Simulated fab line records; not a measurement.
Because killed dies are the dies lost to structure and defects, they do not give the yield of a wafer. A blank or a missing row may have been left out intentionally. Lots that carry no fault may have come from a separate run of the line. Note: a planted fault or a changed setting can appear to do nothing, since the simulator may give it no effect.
A struck lot beside a sound one | flow nand harc | 15 steps out of a route of 1302
Sound: wafers L683.2, L683.3, L683.4. Struck: wafer L691.1. (L691.2, L691.6 of the same lot were not struck and are left out.) The cause comes at the end.
Each step with rows lists, per side, the tool, then ch with its chambers, then its first start. Under that, the readings that differ: sound wafers | struck wafers | difference of the means | sigmas: that difference in standard deviations of wafers without a fault.
alike: readings with means less than 2 such deviations apart, plus words and numbers identical on both sides. not compared: withheld readings, readings lacking a value on some wafer, bounds such as >300 that could conceal the same value, and numbers that have no deviation in the record and whose values overlap.
A row with sigmas, a row that says differs or no value, or rows on one side alone: a step with any of these is where the two part. Numbers that have no deviation but don't overlap get no sigmas and don't part them. A reading missing from all wafers of one side parts the sides only when that side holds two or more wafers.

first, 7 steps without rows for these wafers: NHARC_A_CONTACT_COAT_35 (time 65 s); NHARC_A_CONTACT_COAT_36 (resist thk 90 nm); NHARC_A_CONTACT_SOFTBAKE_37 (time 55 s); NHARC_A_CONTACT_EBR_38; NHARC_A_CONTACT_EXPOSE_39 (exposes mask A CC 3); NHARC_A_CONTACT_PEB_40 (peb time 65 s); NHARC_A_CONTACT_DEVELOP_41 (develop time 35 s).
NHARC_A_CONTACT_CD_MEAS_42: the cd target is 300 nm.
  sound on cd sem-02 ch 0, day 26 05:54; struck on cd sem-01 ch 0, day 29 13:50
  alike: cd nm
NHARC_A_CONTACT_OVL_MEAS_43:
  sound on overlay-02, day 26 05:59; struck on overlay-01, day 29 13:56
  reading           | sound          | struck | difference | sigmas
  overlay x nm (nm) | -1.5 -1.9 -1.7 | 0.2    | +1.9       | +2
  alike: overlay y nm
NHARC_A_CONTACT_INSPECT_44:
  sound on defect inspect-02, day 26 06:01; struck on defect inspect-02, day 29 13:58
  alike: raw defect count
NHARC_A_CONTACT_DESCUM_47: chemistry O2, time 3 s.
  sound on rie diel-03 ch 0,1,2, day 26 06:05; struck on rie diel-03 ch 1, day 29 14:02
  reading                | sound             | struck | difference | sigmas
  oes product au (a.u.)  | 1.016 1.008 1.013 | 0.993  | -0.019     | -2
  rf hours counter h (h) | 26 28 27          | 9      | -18        |
  alike: drypump motor current A, rf vpp V, showerhead plenum p Torr, throttle valve pct
NHARC_A_CONTACT_ETCH_48: etches the open film in CF4, target depth 39 nm, time 65 s.
  sound on rie diel-03 ch 0,1,2, day 26 06:10; struck on rie diel-03 ch 1, day 29 14:07
  reading                | sound    | struck | difference | sigmas
  rf hours counter h (h) | 28 26 27 | 9      | -18        |
  alike: drypump motor current A, oes product au, rf fwd power W, rf vpp V, run length s, showerhead plenum p Torr, throttle valve pct
NHARC_A_CONTACT_ETCH_49: etches the open film in N2/H2, target depth 260 nm, time 475.3 s.
  sound on rie diel-03 ch 0,1,3, day 26 06:15; struck on rie diel-03 ch 1, day 29 14:17
  reading                | sound             | struck | difference | sigmas
  rf hours counter h (h) | 27 26 28          | 9      | -18        |
  run length s (s)       | 496.0 496.8 497.7 | 379.1  | -117.7     | -99 or more
  alike: drypump motor current A, h2 flow sccm, oes product au, rf vpp V, showerhead plenum p Torr, throttle valve pct
  not compared: rf fwd power W
NHARC_A_CONTACT_ETCH_50: etches the open film in CF4/CHF3, target depth 121 nm, time 60.5 s.
  sound: rie diel-03 ch 0,1,2; struck: rie diel-03 ch 0
  reading                | sound    | struck | difference | sigmas
  rf hours counter h (h) | 28 28 26 | 9      | -18        |
  alike: drypump motor current A, oes product au, rf fwd power W, rf vpp V, run length s, showerhead plenum p Torr, throttle valve pct
-- record jumps: 3 days between struck wafers' starts before vs after; left off in module A_CONTACT, resumes in module END, first step shown is number 1302 of the route --
NHARC_END_SORT_01:
  the record has rows for the struck wafers here (prober-01 ch 0, day 32 17:36) and none for the sound ones

## WHERE THEY PART
Last at NHARC_END_SORT_01 as far as this record goes, first at NHARC_A_CONTACT_OVL_MEAS_43.

WHY: what the simulator had put in
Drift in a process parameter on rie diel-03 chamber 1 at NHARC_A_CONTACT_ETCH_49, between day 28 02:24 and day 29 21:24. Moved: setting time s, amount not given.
